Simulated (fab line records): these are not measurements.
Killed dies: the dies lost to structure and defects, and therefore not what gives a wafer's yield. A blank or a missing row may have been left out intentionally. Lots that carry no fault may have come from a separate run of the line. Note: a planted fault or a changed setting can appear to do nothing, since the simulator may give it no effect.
fab line records + flow nand-harc
[record]
- lots = 12
- wafers = 33
- last-day = 26
route steps=1159 shown A_STAIRCASE@580 END@1159
lots with no fault: from the same line, run without faults
start-h: hours from the record's opening day to when the first of the lot's shown wafers began + wait-h: hours elapsed since this lot's preceding step + " as in the row above + L1.1+2: a row that stands for several wafers + - either no value or no given start + * or withheld: withheld + < > ~ a bound
route shown NAME@n: a module of which the file shows steps, and the number in the route of the first + usual: the fault-free wafers' mean and standard deviation + same: alike in all rows + chamber/n: place in a boat + sites: each site's reading + _std_site: how widely they spread, as a standard deviation + _edge_site: mean of outer sites minus mean of inner sites + radius-mm: how far each site lies from the wafer's centre + mask NAME#n: copy n + behind: the tool/chamber that last shaped the wafer + hold: what put the lot on hold/how long, in hours/how the hold closed + device: the transistor (n, p or np) that didn't switch + end of line: the route-end tests of the same wafers + a step with no rows: only its recipe + killed: not the wafer's yield, but the dies lost to structure and defects at the first sort + map: a wafer's dies, marking killed ones x, the rest . and places with no die _
set.NAME: the run value of the setting; set.NAME@STEP: its run value at that earlier step + model.NAME: the simulator's own value behind a step, which no gauge read
a sample of lots followed through the steps of the route, with each step as a table and each wafer as a row
services: the hour from which a tool's chamber was out of use, counted from the record's first day as start-h (under 0 if before that day), plus the number of hours and why
[[steps]]
[step NHARC_A_STAIRCASE_DESCUM_186]
[recipe]
- time-s = 3
- o2-flow-sccm = 200
- ar-flow-sccm = 0
- bias-power-w = 0
- chemistry = O2
[usual]
- drypump-motor-current-A = 5.6/0.42
- oes-product-au = 1.001/0.009
- rf-vpp-V = 57.7/0.91
- showerhead-plenum-p-Torr = 1.89/0.087
- throttle-valve-pct = 11.312/0.0097
| lot.wafer | tool        | chamber | start-h | wait-h | drypump-motor-current-A | oes-product-au | rf-hours-counter-h | rf-vpp-V | showerhead-plenum-p-Torr | throttle-valve-pct |
|-----------|-------------|---------|---------|--------|-------------------------|----------------|--------------------|----------|--------------------------|--------------------|
| L257.1    | rie-diel-09 | 3       | 224.00  | -      | 5.3                     | 1.008          | 54                 | 58.5     | 1.93                     | 11.322             |
| L257.5    | "           | 3       | "       | "      | 5.2                     | 0.999          | -                  | 58.6     | 1.93                     | 11.305             |
| L257.6    | "           | 0       | "       | "      | 4.8                     | 1.011          | -                  | 57.8     | 1.82                     | 11.322             |
| L258.3    | rie-diel-13 | 1       | 255.74  | -      | 5.3                     | 0.994          | 52                 | 57.3     | 1.87                     | 11.307             |
| L258.2    | "           | 3       | "       | "      | 6.5                     | 0.986          | 54                 | 56.5     | 1.77                     | 11.290             |
| L258.6    | "           | 2       | "       | "      | 5.7                     | 1.000          | -                  | 57.1     | 1.80                     | 11.323             |
| L259.3    | rie-diel-11 | 1       | 255.90  | -      | 5.7                     | 1.004          | 16                 | 56.8     | 1.94                     | 11.300             |
| L259.1    | "           | 2       | "       | "      | 5.8                     | 1.000          | 19                 | 57.7     | 1.88                     | 11.318             |
| L259.4    | "           | 3       | "       | "      | 5.7                     | 0.994          | 18                 | 57.7     | 1.87                     | 11.322             |
| L261.1    | rie-diel-13 | 3       | 261.36  | -      | 6.6                     | 0.991          | 58                 | 55.8     | 1.77                     | 11.307             |
| L261.4    | "           | 0       | "       | "      | 5.4                     | 0.990          | 56                 | 57.1     | 1.95                     | 11.321             |
| L261.5    | "           | 2       | "       | "      | 5.7                     | 0.999          | -                  | 58.4     | 1.80                     | 11.308             |
| L262.4    | rie-diel-11 | 2       | 264.28  | -      | 5.7                     | 1.006          | 24                 | 58.4     | 1.88                     | 11.315             |
| L262.5    | "           | 0       | "       | "      | 5.5                     | 1.009          | -                  | 56.4     | 1.80                     | 11.313             |
| L262.6    | "           | 1       | "       | "      | 5.7                     | 1.013          | -                  | 57.4     | 1.94                     | 11.301             |
| L263.4    | rie-diel-13 | 3       | 292.64  | -      | 6.5                     | 0.994          | 4                  | 58.3     | 2.08                     | 11.320             |
| L263.6    | "           | 2       | "       | "      | 5.7                     | 1.006          | -                  | 56.9     | 1.80                     | 11.315             |
| L267.3    | rie-diel-09 | 3       | 296.15  | -      | 5.3                     | 1.014          | 14                 | 57.7     | 1.93                     | 11.311             |
| L267.5    | "           | 0       | "       | "      | 4.8                     | 0.993          | -                  | 56.8     | 1.81                     | 11.302             |
| L266.3    | rie-diel-09 | 0       | 296.68  | -      | 4.9                     | 0.981          | 12                 | 56.7     | 1.81                     | 11.311             |
| L266.6    | "           | 0       | "       | "      | 4.8                     | 0.998          | -                  | 57.2     | 1.81                     | 11.311             |
| L266.5    | "           | 2       | "       | "      | 5.3                     | 1.005          | -                  | 56.4     | 1.93                     | 11.308             |
| L269.4    | rie-diel-11 | 0       | 312.93  | -      | 5.5                     | 1.011          | 45                 | 57.3     | 1.79                     | 11.309             |
| L269.6    | "           | 1       | "       | "      | 5.7                     | 1.000          | -                  | 57.8     | 1.93                     | 11.315             |
| L275.2    | rie-diel-13 | 3       | 349.86  | -      | 6.5                     | 0.989          | 20                 | 57.2     | 2.07                     | 11.309             |
| L275.5    | "           | 2       | "       | "      | 5.8                     | 1.008          | -                  | 58.3     | 1.79                     | 11.307             |
| L275.6    | "           | 3       | "       | "      | 6.5                     | 0.991          | -                  | 58.7     | 2.07                     | 11.303             |
| L277.1    | rie-diel-11 | 2       | 353.84  | -      | 5.8                     | 1.017          | 56                 | 57.5     | 1.87                     | 11.333             |
| L277.6    | "           | 1       | "       | "      | 5.7                     | 1.003          | -                  | 57.0     | 1.93                     | 11.296             |
| L277.5    | "           | 2       | "       | "      | 5.8                     | 1.014          | -                  | 57.7     | 1.87                     | 11.318             |
| L280.4    | rie-diel-09 | 2       | 379.04  | -      | 5.3                     | 1.003          | 40                 | 57.7     | 1.92                     | 11.311             |
| L280.3    | "           | 0       | "       | "      | 4.8                     | 0.995          | 38                 | 56.4     | 1.80                     | 11.307             |
| L280.6    | "           | 2       | "       | "      | 5.3                     | 0.997          | -                  | 58.5     | 1.92                     | 11.323             |
[step NHARC_A_STAIRCASE_TRIM_193]
[recipe]
- time-s = 211.2
- o2-flow-sccm = 500
- ar-flow-sccm = 0
- bias-w = 0
- chemistry = O2
[usual]
- drypump-motor-current-A = 5.6/0.39
- oes-product-au = 1.002/0.0086
- rf-vpp-V = 57.8/0.86
- showerhead-plenum-p-Torr = 3.49/0.14
- throttle-valve-pct = 17.037/0.0093
| lot.wafer | tool        | chamber | start-h | wait-h | drypump-motor-current-A | oes-product-au | rf-hours-counter-h | rf-vpp-V | showerhead-plenum-p-Torr | throttle-valve-pct |
|-----------|-------------|---------|---------|--------|-------------------------|----------------|--------------------|----------|--------------------------|--------------------|
| L257.1    | rie-diel-09 | 2       | -       | -      | 5.3                     | 0.987          | 55                 | 57.8     | 3.57                     | 17.047             |
| L257.5    | "           | 1       | "       | "      | 5.4                     | 1.001          | -                  | 56.6     | 3.28                     | 17.047             |
| L257.6    | "           | 2       | "       | "      | 5.3                     | 0.989          | -                  | 57.7     | 3.57                     | 17.042             |
| L258.3    | rie-diel-13 | 1       | -       | -      | 5.4                     | 0.993          | 53                 | 59.2     | 3.45                     | 17.023             |
| L258.2    | "           | 0       | "       | "      | 5.5                     | 0.996          | 53                 | 56.7     | 3.60                     | 17.025             |
| L258.6    | "           | 2       | "       | "      | 5.7                     | 0.998          | -                  | 56.8     | 3.34                     | 17.040             |
| L259.4    | rie-diel-11 | 0       | -       | -      | 5.5                     | 1.013          | 21                 | 57.4     | 3.33                     | 17.050             |
| L259.1    | "           | 1       | "       | "      | 5.6                     | 1.010          | 18                 | 59.0     | 3.57                     | 17.036             |
| L259.3    | "           | 2       | "       | "      | 5.8                     | 1.007          | 21                 | 57.5     | 3.47                     | 17.043             |
| L261.1    | rie-diel-13 | 0       | -       | -      | 5.5                     | 0.981          | 56                 | 57.3     | 3.60                     | 17.040             |
| L261.4    | "           | 1       | "       | "      | 5.4                     | 0.993          | 57                 | 57.3     | 3.45                     | 17.033             |
| L261.5    | "           | 3       | "       | "      | 6.6                     | 0.997          | -                  | 56.3     | 3.27                     | 17.034             |
| L262.4    | rie-diel-11 | 3       | -       | -      | 5.8                     | 0.996          | 25                 | 57.1     | 3.46                     | 17.046             |
| L262.5    | "           | 1       | "       | "      | 5.7                     | 1.010          | -                  | 57.5     | 3.57                     | 17.028             |
| L262.6    | "           | 2       | "       | "      | 5.8                     | 1.003          | -                  | 57.4     | 3.46                     | 17.026             |
| L263.4    | rie-diel-13 | 3       | -       | -      | 6.6                     | 1.006          | 4                  | 58.8     | 3.81                     | 17.033             |
| L263.6    | "           | 1       | "       | "      | 5.4                     | 1.016          | -                  | 59.7     | 3.45                     | 17.044             |
| L267.3    | rie-diel-09 | 2       | -       | -      | 5.3                     | 1.000          | 11                 | 59.4     | 3.56                     | 17.034             |
| L267.5    | "           | 0       | "       | "      | 4.9                     | 1.001          | -                  | 57.2     | 3.35                     | 17.051             |
| L266.3    | rie-diel-09 | 2       | -       | -      | 5.3                     | 0.991          | 12                 | 57.9     | 3.56                     | 17.045             |
| L266.5    | "           | 0       | "       | "      | 4.8                     | 1.007          | -                  | 57.9     | 3.35                     | 17.036             |
| L266.6    | "           | 2       | "       | "      | 5.3                     | 0.992          | -                  | 59.2     | 3.56                     | 17.030             |
| L269.4    | rie-diel-11 | 0       | -       | -      | 5.5                     | 1.009          | 46                 | 55.3     | 3.32                     | 17.024             |
| L269.6    | "           | 3       | "       | "      | 5.8                     | 0.997          | -                  | 58.5     | 3.45                     | 17.029             |
| L275.2    | rie-diel-13 | 2       | -       | -      | 5.7                     | 1.016          | 21                 | 58.2     | 3.32                     | 17.051             |
| L275.6    | "           | 0       | "       | "      | 5.5                     | 1.012          | -                  | 58.0     | 3.58                     | 17.041             |
| L275.5    | "           | 1       | "       | "      | 5.4                     | 1.003          | -                  | 58.3     | 3.44                     | 17.044             |
| L277.1    | rie-diel-11 | 1       | -       | -      | 5.7                     | 1.018          | 54                 | 57.7     | 3.55                     | 17.039             |
| L277.6    | "           | 1       | "       | "      | 5.7                     | 1.012          | -                  | 57.5     | 3.55                     | 17.039             |
| L277.5    | "           | 2       | "       | "      | 5.8                     | 1.001          | -                  | 57.4     | 3.45                     | 17.034             |
| L280.3    | rie-diel-09 | 1       | -       | -      | 5.4                     | 0.985          | 38                 | 59.0     | 3.79                     | 17.027             |
| L280.4    | "           | 3       | "       | "      | 5.3                     | 1.001          | 43                 | 57.7     | 3.53                     | 17.045             |
| L280.6    | "           | 0       | "       | "      | 4.8                     | 0.992          | -                  | 59.2     | 3.34                     | 17.039             |
[step NHARC_A_STAIRCASE_TRIM_196]
[recipe]
- time-s = 211.2
- o2-flow-sccm = 500
- ar-flow-sccm = 0
- bias-w = 0
- chemistry = O2
[usual]
- drypump-motor-current-A = 5.5/0.41
- oes-product-au = 1.001/0.0091
- rf-vpp-V = 57.8/0.91
- showerhead-plenum-p-Torr = 3.50/0.15
- throttle-valve-pct = 17.036/0.009
| lot.wafer | tool        | chamber | start-h | wait-h | drypump-motor-current-A | oes-product-au | rf-hours-counter-h | rf-vpp-V | showerhead-plenum-p-Torr | throttle-valve-pct |
|-----------|-------------|---------|---------|--------|-------------------------|----------------|--------------------|----------|--------------------------|--------------------|
| L257.1    | rie-diel-13 | 0       | 225.87  | 0.1    | 5.5                     | 1.006          | 43                 | 59.0     | 3.60                     | 17.020             |
| L257.5    | "           | 0       | "       | "      | 5.5                     | 0.998          | -                  | 57.0     | 3.60                     | 17.031             |
| L257.6    | "           | 1       | "       | "      | 5.4                     | 1.008          | -                  | 59.1     | 3.46                     | 17.044             |
| L258.2    | rie-diel-13 | 3       | 258.75  | 1.6    | 6.5                     | 0.993          | 56                 | 56.0     | 3.27                     | 17.043             |
| L258.3    | "           | 0       | "       | "      | 5.5                     | 0.988          | 54                 | 59.6     | 3.60                     | 17.052             |
| L258.6    | "           | 3       | "       | "      | 6.6                     | 1.003          | -                  | 55.4     | 3.27                     | 17.047             |
| L259.1    | rie-diel-13 | 2       | 259.22  | 0.1    | 5.7                     | 1.001          | 55                 | 56.7     | 3.34                     | 17.027             |
| L259.4    | "           | 3       | "       | "      | 6.6                     | 0.995          | 57                 | 58.5     | 3.27                     | 17.037             |
| L259.3    | "           | 0       | "       | "      | 5.5                     | 0.989          | 54                 | 57.9     | 3.60                     | 17.035             |
| L261.1    | rie-diel-13 | 1       | 262.78  | 0.1    | 5.4                     | 0.994          | 57                 | 58.1     | 3.45                     | 17.042             |
| L261.4    | "           | 3       | "       | "      | 6.6                     | 0.987          | 59                 | 58.3     | 3.27                     | 17.011             |
| L261.5    | "           | 2       | "       | "      | 5.7                     | 0.985          | -                  | 56.1     | 3.33                     | 17.030             |
| L262.4    | rie-diel-09 | 2       | 265.49  | 0.1    | 5.3                     | 0.994          | 1                  | 58.7     | 3.56                     | 17.035             |
| L262.6    | "           | 2       | "       | "      | 5.3                     | 0.996          | -                  | 57.3     | 3.56                     | 17.039             |
| L262.5    | "           | 3       | "       | "      | 5.2                     | 1.000          | -                  | 58.7     | 3.56                     | 17.031             |
| L263.4    | rie-diel-09 | 3       | 294.23  | 0.2    | 5.3                     | 1.005          | -                  | 57.9     | 3.55                     | 17.035             |
| L263.6    | "           | 0       | "       | "      | 4.8                     | 1.005          | -                  | 58.0     | 3.35                     | 17.030             |
| L267.3    | rie-diel-09 | 2       | 297.62  | 0.1    | 5.3                     | 0.988          | 12                 | 57.7     | 3.56                     | 17.043             |
| L267.5    | "           | 2       | "       | "      | 5.3                     | 0.987          | -                  | 58.0     | 3.56                     | 17.035             |
| L266.3    | rie-diel-11 | 3       | 298.30  | 0.1    | 5.7                     | 1.001          | 39                 | 58.9     | 3.45                     | 17.039             |
| L266.5    | "           | 2       | "       | "      | 5.8                     | 0.989          | -                  | 56.6     | 3.46                     | 17.027             |
| L266.6    | "           | 3       | "       | "      | 5.8                     | 0.998          | -                  | 56.9     | 3.45                     | 17.036             |
| L269.4    | rie-diel-09 | 2       | 314.58  | 0.1    | 5.3                     | 0.993          | 17                 | 56.9     | 3.55                     | 17.047             |
| L269.6    | "           | 3       | "       | "      | 5.2                     | 1.004          | -                  | 56.8     | 3.54                     | 17.035             |
| L275.2    | rie-diel-13 | 3       | 350.99  | 0.1    | 6.6                     | 1.002          | 21                 | 58.6     | 3.80                     | 17.023             |
| L275.5    | "           | 2       | "       | "      | 5.7                     | 1.024          | -                  | 57.1     | 3.32                     | 17.036             |
| L275.6    | "           | 3       | "       | "      | 6.5                     | 0.997          | -                  | 57.3     | 3.80                     | 17.022             |
| L277.1    | rie-diel-11 | 2       | 355.10  | 0.1    | 5.8                     | 1.015          | 57                 | 57.6     | 3.45                     | 17.015             |
| L277.6    | "           | 2       | "       | "      | 5.8                     | 1.022          | -                  | 55.7     | 3.45                     | 17.033             |
| L277.5    | "           | 3       | "       | "      | 5.7                     | 1.015          | -                  | 57.6     | 3.44                     | 17.023             |
| L280.3    | rie-diel-09 | 0       | 380.24  | 0.1    | 4.9                     | 1.002          | 38                 | 57.0     | 3.34                     | 17.034             |
| L280.4    | "           | 1       | "       | "      | 5.4                     | 1.008          | 38                 | 58.7     | 3.79                     | 17.028             |
| L280.6    | "           | 0       | "       | "      | 4.8                     | 1.002          | -                  | 57.2     | 3.34                     | 17.046             |
[step NHARC_A_STAIRCASE_TRIM_198]
[recipe]
- time-s = 211.2
- o2-flow-sccm = 500
- ar-flow-sccm = 0
- bias-w = 0
- chemistry = O2
[usual]
- drypump-motor-current-A = 5.5/0.39
- oes-product-au = 1.001/0.0087
- rf-vpp-V = 57.8/0.92
- showerhead-plenum-p-Torr = 3.49/0.15
- throttle-valve-pct = 17.038/0.0091
| lot.wafer | tool        | chamber | start-h | wait-h | drypump-motor-current-A | oes-product-au | rf-hours-counter-h | rf-vpp-V | showerhead-plenum-p-Torr | throttle-valve-pct |
|-----------|-------------|---------|---------|--------|-------------------------|----------------|--------------------|----------|--------------------------|--------------------|
| L257.1    | rie-diel-13 | 1       | 226.30  | -      | 5.4                     | 0.999          | 42                 | 58.5     | 3.46                     | 17.039             |
| L257.6    | "           | 0       | "       | "      | 5.5                     | 0.982          | -                  | 58.7     | 3.60                     | 17.040             |
| L257.5    | "           | 1       | "       | "      | 5.3                     | 0.992          | -                  | 58.0     | 3.46                     | 17.032             |
| L258.2    | rie-diel-13 | 3       | 259.16  | -      | 6.5                     | 0.996          | 57                 | 57.3     | 3.27                     | 17.037             |
| L258.3    | "           | 0       | "       | "      | 5.4                     | 0.992          | 54                 | 56.6     | 3.60                     | 17.016             |
| L258.6    | "           | 2       | "       | "      | 5.7                     | 0.988          | -                  | 57.1     | 3.34                     | 17.034             |
| L259.4    | rie-diel-13 | 2       | 259.62  | -      | 5.7                     | 0.994          | 55                 | 55.9     | 3.34                     | 17.047             |
| L259.1    | "           | 0       | "       | "      | 5.4                     | 0.974          | 55                 | 58.6     | 3.60                     | 17.050             |
| L259.3    | "           | 1       | "       | "      | 5.4                     | 0.991          | 55                 | 56.6     | 3.45                     | 17.047             |
| L261.4    | rie-diel-13 | 1       | 263.18  | -      | 5.4                     | 0.995          | 57                 | 58.2     | 3.45                     | 17.036             |
| L261.1    | "           | 2       | "       | "      | 5.7                     | 0.989          | 58                 | 56.7     | 3.33                     | 17.043             |
| L261.5    | "           | 2       | "       | "      | 5.7                     | 1.000          | -                  | 56.9     | 3.33                     | 17.044             |
| L262.4    | rie-diel-09 | 1       | 265.76  | -      | 5.4                     | 0.991          | 0                  | 57.2     | 3.81                     | 17.064             |
| L262.5    | "           | 1       | "       | "      | 5.4                     | 0.995          | -                  | 58.5     | 3.81                     | 17.032             |
| L262.6    | "           | 2       | "       | "      | 5.3                     | 0.986          | -                  | 57.5     | 3.56                     | 17.047             |
| L263.6    | rie-diel-09 | 2       | 294.56  | -      | 5.3                     | 1.184          | -                  | 58.4     | 3.56                     | 17.043             |
| L263.4    | "           | 0       | "       | "      | 4.8                     | 0.999          | -                  | 55.8     | 3.35                     | 17.028             |
| L267.3    | rie-diel-09 | 3       | 298.02  | -      | 5.2                     | 1.010          | 15                 | 58.6     | 3.55                     | 17.035             |
| L267.5    | "           | 2       | "       | "      | 5.3                     | 1.187          | -                  | 57.5     | 3.56                     | 17.020             |
| L266.3    | rie-diel-11 | 1       | 298.59  | -      | 5.7                     | 0.999          | 38                 | 56.1     | 3.56                     | 17.045             |
| L266.6    | "           | 2       | "       | "      | 5.8                     | 1.004          | -                  | 58.3     | 3.46                     | 17.046             |
| L266.5    | "           | 3       | "       | "      | 5.7                     | 0.993          | -                  | 57.5     | 3.45                     | 17.042             |
| L269.4    | rie-diel-09 | 0       | 314.96  | -      | 4.8                     | 0.994          | 19                 | 57.3     | 3.35                     | 17.033             |
| L269.6    | "           | 3       | "       | "      | 5.3                     | 1.192          | -                  | 58.6     | 3.54                     | 17.034             |
| L275.2    | rie-diel-13 | 2       | 351.30  | -      | 5.7                     | 1.020          | 22                 | 58.6     | 3.32                     | 17.036             |
| L275.5    | "           | 1       | "       | "      | 5.4                     | 1.002          | -                  | 60.2     | 3.44                     | 17.046             |
| L275.6    | "           | 2       | "       | "      | 5.7                     | 1.012          | -                  | 58.2     | 3.32                     | 17.044             |
| L277.1    | rie-diel-11 | 3       | 355.37  | -      | 5.7                     | 1.002          | 57                 | 57.7     | 3.44                     | 17.022             |
| L277.5    | "           | 3       | "       | "      | 5.8                     | 0.998          | -                  | 58.0     | 3.44                     | 17.034             |
| L277.6    | "           | 0       | "       | "      | 5.5                     | 1.007          | -                  | 57.3     | 3.31                     | 17.038             |
| L280.3    | rie-diel-09 | 1       | 380.53  | -      | 5.4                     | 0.993          | 38                 | 58.5     | 3.79                     | 17.060             |
| L280.4    | "           | 3       | "       | "      | 5.3                     | 1.011          | 43                 | 57.9     | 3.53                     | 17.043             |
| L280.6    | "           | 1       | "       | "      | 5.4                     | 1.001          | -                  | 58.8     | 3.79                     | 17.037             |
[step NHARC_END_SORT_01]
[recipe]
- temp-c = 25
[usual]
- killed-at-array = 28/11
- killed-at-other = 0.9/1.2
- killed-at-periphery = 2.6/2.1
- killed-dies = 31/11
- killed-open = 3.1/1.7
- killed-short = 1.9/1.3
[same]
- gross-dies = 677
| lot.wafer | tool      | chamber | start-h | wait-h | killed-at-array | killed-at-other | killed-at-periphery | killed-dies | killed-open | killed-short |
|-----------|-----------|---------|---------|--------|-----------------|-----------------|---------------------|-------------|-------------|--------------|
| L267.5    | prober-02 | 0       | 567.80  | 3.7    | 53              | 0               | 1                   | 54          | 6           | 3            |
| L263.6    | prober-02 | 0       | 576.36  | 4.0    | 18              | 1               | 3                   | 22          | 3           | 2            |
| L269.6    | prober-01 | 0       | 597.62  | 4.0    | 20              | 0               | 2                   | 22          | 3           | 1            |
// killed by level:class
L267.5 A_CHANNEL_HOLE_D1:chamber-film-flake=17 A_STAIRCASE:area-trim=16 A_CONTACT:chamber-film-flake=6 A_M0:chamber-film-flake=4 A_ONON_D1:geometric-particle:short=3 A_WL_FILL:geometric-particle:open=2 A_CONTACT:geometric-particle:open=2 P_CONTACT:geometric-particle:open=1
L263.6 A_CHANNEL_HOLE_D1:chamber-film-flake=7 A_STAIRCASE:chamber-film-flake=4 A_CONTACT:chamber-film-flake=3 P_M0:geometric-particle:open=1 P_M2:geometric-particle:open=1 A_CHANNEL_HOLE_D1:geometric-particle:short=1 A_WL_FILL:geometric-particle:short=1 STARTING-WAFER:geometric-particle:open=1
L269.6 A_SLIT:chamber-film-flake=8 A_CHANNEL_HOLE_D1:chamber-film-flake=4 A_WL_FILL:chamber-film-flake=3 P_CONTACT:geometric-particle:open=1 A_ONON_D1:geometric-particle:short=1 A_ONON_D1:geometric-particle:open=1 A_CHANNEL_FILL_D1:geometric-particle:open=1 P_ZERO_WELL:chamber-film-flake=1
[[services]]
| tool        | chamber | start-h | hours | kind       |
|-------------|---------|---------|-------|------------|
| rie-diel-13 | 0       | 206.34  | -     | clean      |
| rie-diel-13 | 1       | 206.34  | -     | clean      |
| rie-diel-13 | 2       | 206.34  | -     | clean      |
| rie-diel-13 | 3       | 206.34  | -     | clean      |
| rie-diel-13 | 2       | 225.68  | 4.4   | repair     |
| rie-diel-13 | 0       | 231.24  | -     | clean      |
| rie-diel-13 | 1       | 231.24  | -     | clean      |
| rie-diel-13 | 2       | 231.24  | -     | clean      |
| rie-diel-13 | 3       | 231.24  | -     | clean      |
| rie-diel-11 | 1       | 241.89  | 9.1   | repair     |
| rie-diel-09 | -       | 254.15  | 9.0   | pm         |
| rie-diel-13 | 0       | 255.74  | -     | clean      |
| rie-diel-13 | 1       | 255.74  | -     | clean      |
| rie-diel-13 | 2       | 255.74  | -     | clean      |
| rie-diel-13 | 3       | 255.74  | -     | clean      |
| rie-diel-13 | -       | 276.20  | 9.0   | pm         |
| rie-diel-13 | 0       | 276.20  | 9.0   | vent-cycle |
| rie-diel-13 | 1       | 276.20  | 9.0   | vent-cycle |
| rie-diel-13 | 2       | 276.20  | 9.0   | vent-cycle |
| rie-diel-13 | 3       | 276.20  | 9.0   | vent-cycle |
| rie-diel-13 | 0       | 285.20  | -     | clean      |
| rie-diel-09 | 1       | 290.16  | 10.6  | repair     |
| rie-diel-09 | -       | 350.67  | 2.0   | repair     |
| rie-diel-11 | -       | 366.68  | 9.0   | pm         |
[[key]]
[first-sign]
- step = NHARC_A_STAIRCASE_TRIM_198
- reading = oes-product-au
- direction = up
- sigmas = 21
- usual = 1.001
- struck = 1.188
effect none on later readings
met-at NHARC_A_STAIRCASE_TRIM_198
struck-lots L263,L267,L269
struck-wafers L263.6,L267.5,L269.6
tester-left-out L263,L267,L269
not-acting-at NHARC_A_STAIRCASE_DESCUM_186,NHARC_A_STAIRCASE_TRIM_193,NHARC_A_STAIRCASE_TRIM_196
onset-between 265.76 294.56
[fault]
- kind = process-parameter-drift
- tool = rie-diel-09
- chamber = -
- onset-h = 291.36
- steps = NHARC_A_STAIRCASE_TRIM_198
- channel = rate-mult
- offset = 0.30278
- shape = step
- end-h = 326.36
- scope = struck-wafers-only
// tester-left-out: of these lots the tester's yield and bins aren't shown, on N5 and GAA mostly nor the transistor test; their killed dies are dies lost to structure and defects alone, not to doping, threshold or leakage, so they don't give the yield
